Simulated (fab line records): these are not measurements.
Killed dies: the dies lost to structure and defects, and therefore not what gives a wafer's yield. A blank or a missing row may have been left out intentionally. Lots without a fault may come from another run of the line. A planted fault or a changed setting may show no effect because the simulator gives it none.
A lot that was struck, set against a sound lot / flow n5Finfet / 14 steps out of a route of 1938
Sound: these wafers, L904.1, L904.3, L904.5. Struck: wafers L902.2, L902.3, L902.4. The cause comes at the end.
Per side, at each step with rows, come the tool, then ch with its chambers, and then its first start. Under that, the readings that differ: sound wafers / struck wafers / difference of the means / sigmas: that difference in standard deviations of wafers without a fault.
alike: readings whose means differ by less than 2 such deviations, and words and numbers that are the same on both sides. not compared: withheld readings, readings that some wafer has no value for, bounds like >300 that may hide the same value, and numbers for which the record gives no deviation and whose values overlap.
The two part at a step that has a row with sigmas, a row that says differs or no value, or rows on one side only. When numbers do not overlap yet have no deviation, they are printed without sigmas and do not part them. A reading missing from all wafers of one side parts the sides only when that side holds two or more wafers.

N5_BEOL_M14_STRIP_63: strips in O2.
  sound on rieDiel-02 ch 1,3; struck on rieDiel-06 ch 1,2,3
  alike: drypumpMotorCurrentA, oesProductAu, rfVppV, showerheadPlenumPTorr, throttleValvePct
  not compared: rfHoursCounterH
N5_BEOL_M14_STRIP_64: strips in O2.
  sound on rieDiel-02 ch 1,3; struck on rieDiel-06 ch 1,2,3
  alike: drypumpMotorCurrentA, oesProductAu, rfVppV, showerheadPlenumPTorr, throttleValvePct
  not compared: rfHoursCounterH
then, 2 steps without rows for these wafers: N5_BEOL_M14_STRIP_71 (strips in post etch residue remover, time 60 s); N5_BEOL_M14_SRD_72 (time 30 s, dry time 30 s).
N5_BEOL_M14_CD_MEAS_17 targets a cd of 250 nm.
  sound: cdSem-02 at day 17 18:50; struck: cdSem-01 at day 16 09:49
  alike: cdNm
then, 7 steps without rows for these wafers: N5_BEOL_M14_COAT_65 (time 60 s, resist thk 450 nm); N5_BEOL_M14_COAT_66 (time 60 s, resist thk 110 nm); N5_BEOL_M14_COAT_22 (resist thk 300 nm); N5_BEOL_M14_EBR_24; N5_BEOL_M14_SOFTBAKE_23 (time 60 s); N5_BEOL_M14_EXPOSE_25 (exposes mask M14, target cd 280 nm); N5_BEOL_M14_PEB_26 (peb time 90 s).
N5_BEOL_M14_DEVELOP_27: develop time 45 s.
  sound on lithoTrack-01 ch 0, day 17 19:03; struck on lithoTrack-04, day 16 10:02
  no value came back on the struck wafers for chillPlateTempC (C), developTimeS (s); on the sound wafers chillPlateTempC (C) reads 23.13 23.04 23.19
reading=model.coat_of_BEOL_M14_COAT_22.thkNm (nm); sound=287.6 288 287; struck=301 300.2 301; difference=+13; sigmas=
then, 1 step without rows for these wafers: N5_BEOL_M14_HARDBAKE_32 (time 120 s).

== WHERE THEY PART ==
Only at N5_BEOL_M14_DEVELOP_27, as far as this record shows.

WHY: whatever the simulator had introduced
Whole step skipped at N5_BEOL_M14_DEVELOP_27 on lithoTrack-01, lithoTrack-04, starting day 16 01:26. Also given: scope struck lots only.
